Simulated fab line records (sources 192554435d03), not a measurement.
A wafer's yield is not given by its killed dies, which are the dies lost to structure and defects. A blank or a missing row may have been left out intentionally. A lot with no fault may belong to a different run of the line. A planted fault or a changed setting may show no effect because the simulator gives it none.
Split-lot trial -- flow n5_finfet -- on a route of 1938 steps: 7 lots, 21 wafers read

## THE SPLIT
At N5_SD_EPI_N_PEB_07 (peb time 60 s), the setting peb_time_s was moved away from the recipe's 60 s on 7 of the 21 wafers read, by -19.5% to +19.6%. The other wafers ran this setting at the recipe's value.

## THE PATH FROM SPLIT TO READING: the file shows 1 step between them
- N5_SD_EPI_N_DEVELOP_08: develop time 30 s

## THE READING
cd_nm (nm) at N5_SD_EPI_N_CD_MEAS_09, where the cd target is 120 nm. On this fab line, fault-free wafers typically give 120.1 nm with a standard deviation of 0.6 nm.

wafer,"tool, chamber at the split","peb_time_s as run, s",against the recipe,"cd_nm, nm",against lot-mates on the recipe
L075.2,"litho_track-02, 0",60,recipe,121.0,-
L075.4,"litho_track-02, 0",60,recipe,120.3,-
L075.5,"litho_track-02, 0",60,recipe,120.4,-
L077.1,"litho_track-02, 0",71.74,+19.6%,125.3,+5.1
L077.2,"litho_track-02, 0",71.74,+19.6%,126.5,+6.3
L077.3,"litho_track-02, 0",60,recipe,120.2,-
L080.1,"litho_track-02, 0",48.31,-19.5%,112.6,-8.1
L080.3,"litho_track-02, 0",60,recipe,121.0,-
L080.6,"litho_track-02, 0",60,recipe,120.4,-
L083.2,"litho_track-02, 0",60,recipe,120.6,-
L083.4,"litho_track-02, 0",60,recipe,119.9,-
L083.5,"litho_track-02, 0",60,recipe,119.6,-
L085.3,"litho_track-02, 0",56.06,-6.6%,118.3,-2.8
L085.5,"litho_track-02, 0",60,recipe,121.1,-
L085.6,"litho_track-02, 0",60,recipe,121.0,-
L090.2,"litho_track-05, 0",60,recipe,120.3,-
L090.5,"litho_track-05, 0",48.4,-19.3%,111.7,-8.6
L090.6,"litho_track-05, 0",60,recipe,120.4,-
L091.2,"litho_track-03, 0",60,recipe,120.4,-
L091.3,"litho_track-03, 0",64.78,+8.0%,122.9,+2.5
L091.4,"litho_track-03, 0",64.78,+8.0%,123.1,+2.7

FIT RESULTS
A straight line over all 21 wafers: cd_nm changes by +0.351 nm for each +1% of peb_time_s; r = +0.98; the points scatter about the line by 0.75 nm.
The same after taking each lot's own level away (the mean of its wafers on the recipe; 21 wafers): +0.361 nm for each +1%; r = +0.98; scatter 0.64 nm.
According to that fit, moving peb_time_s by its largest amount changes the reading by 7.1 nm.
From 120.03 to 121.05 nm: that is the span of the lots' own levels, equal to 1.7 times the standard deviation above.
The two slopes agree, so the slope changes little with the lot-to-lot level.
Check: +7.37 nm against its lot-mates is what the line predicts for one of the wafers moved furthest among these (+19.6%) when that wafer is left out of the fit. It came out at +5.1 nm against them.

## THE OTHER SPLITS THESE WAFERS WENT THROUGH
Other splits were also applied to these wafers ahead of the reading. Each is held against what the fit with the lots' levels taken away leaves over:
other split on the same wafers,wafers away from the commonest value,r with cd_nm (lot level and that fit taken away)
N5_ZERO_LAYER_EXPOSE_08 dose_mj,6,-0.03
N5_WELL_APT_COAT_02 spin_rpm,10,-0.33
N5_FIN_SAQP_PEB_14 peb_time_s,7,+0.16
N5_FIN_SAQP_ETCH_52 source_w,5,-0.18
N5_DUMMY_GATE_COAT_28 spin_rpm,7,+0.00
N5_SPACER0_ALD_00 ald_cycles,9,-0.06

## THE WHOLE CHAIN: every reading that the file lists as answering this split, in the file's order
step,what it does,reading,change (the file's fit),r (the file's)
N5_SD_EPI_N_CD_MEAS_09,target cd 120 nm,cd_nm,+0.383 nm for each +1% of the setting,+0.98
N5_SD_EPI_N_DESCUM_14,"chemistry O2, time 7.9 s","SD_EPI_N.cd_nm (the simulator's own value, which no gauge read)",+0.379 nm for each +1% of the setting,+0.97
N5_SD_EPI_N_ETCH_35,"etches SOC in N2/H2, overetch 108 nm, time 486 s","SD_EPI_N.cd_nm (the simulator's own value, which no gauge read)",+0.387 nm for each +1% of the setting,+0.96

## THE FILE'S OWN FIT
cd_nm changes by +0.383 nm for each +1% of peb_time_s, r = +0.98.
